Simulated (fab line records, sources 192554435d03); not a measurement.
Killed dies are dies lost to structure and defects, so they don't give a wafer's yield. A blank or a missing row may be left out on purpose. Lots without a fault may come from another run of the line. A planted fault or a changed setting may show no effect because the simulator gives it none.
Chamber matching | flow n5_finfet | N5_FIN_SAQP_ETCH_67 on rie_diel-01: 4 sister chambers
The step etches SiNx in CH3F/O2, target depth 30 nm. 8 wafers are shown with their chamber, then 10 later ones without.

WAFERS WITH THEIR CHAMBER
wafer  | chamber | showerhead_plenum_p_Torr (Torr) | throttle_valve_pct (%)
L080.6 | 0       | 2.06                            | 16.39
L084.4 | 1       | 1.94                            | 16.62
L084.5 | 3       | 2.07                            | 16.07
L086.4 | 0       | 2.05                            | 16.41
L088.1 | 1       | 1.94                            | 16.65
L088.2 | 3       | 2.07                            | 16.09
L089.4 | 2       | 2.04                            | 16.04
L089.5 | 2       | 2.04                            | 16.03

WAFERS WITHOUT THEIR CHAMBER
wafer  | showerhead_plenum_p_Torr (Torr) | throttle_valve_pct (%)
L089.6 | 2.07                            | 16.09
L091.1 | 2.04                            | 16.04
L091.3 | 2.07                            | 16.10
L091.6 | 1.93                            | 16.64
L093.2 | 2.04                            | 16.07
L093.3 | 1.93                            | 16.65
L093.6 | 2.04                            | 16.07
L094.1 | 2.07                            | 16.11
L094.4 | 1.93                            | 16.66
L094.5 | 2.05                            | 16.44

WHICH CHAMBER EACH WENT THROUGH
wafer  | from the rows above | in truth
L089.6 | 3                   | 3
L091.1 | 2                   | 2
L091.3 | 3                   | 3
L091.6 | 1                   | 1
L093.2 | 2                   | 2
L093.3 | 1                   | 1
L093.6 | 2                   | 2
L094.1 | 3                   | 3
L094.4 | 1                   | 1
L094.5 | 0                   | 0
Placed correctly: 10 of 10. Can't be placed from these rows: 0. Placed wrongly: 0.
How it was worked out, from the rows above alone: a wafer's distance from a chamber is the root of the sum, over the readings, of the square of ((its reading less the chamber's mean) divided by the reading's scatter). The wafer belongs to the nearest chamber; if the next one is less than 2 further off, it can't be placed. A chamber's mean is the mean of its shown wafers. The scatter: the root of (the sum of the squares of (reading less its chamber's mean) over the shown wafers, divided by (wafers less chambers)).
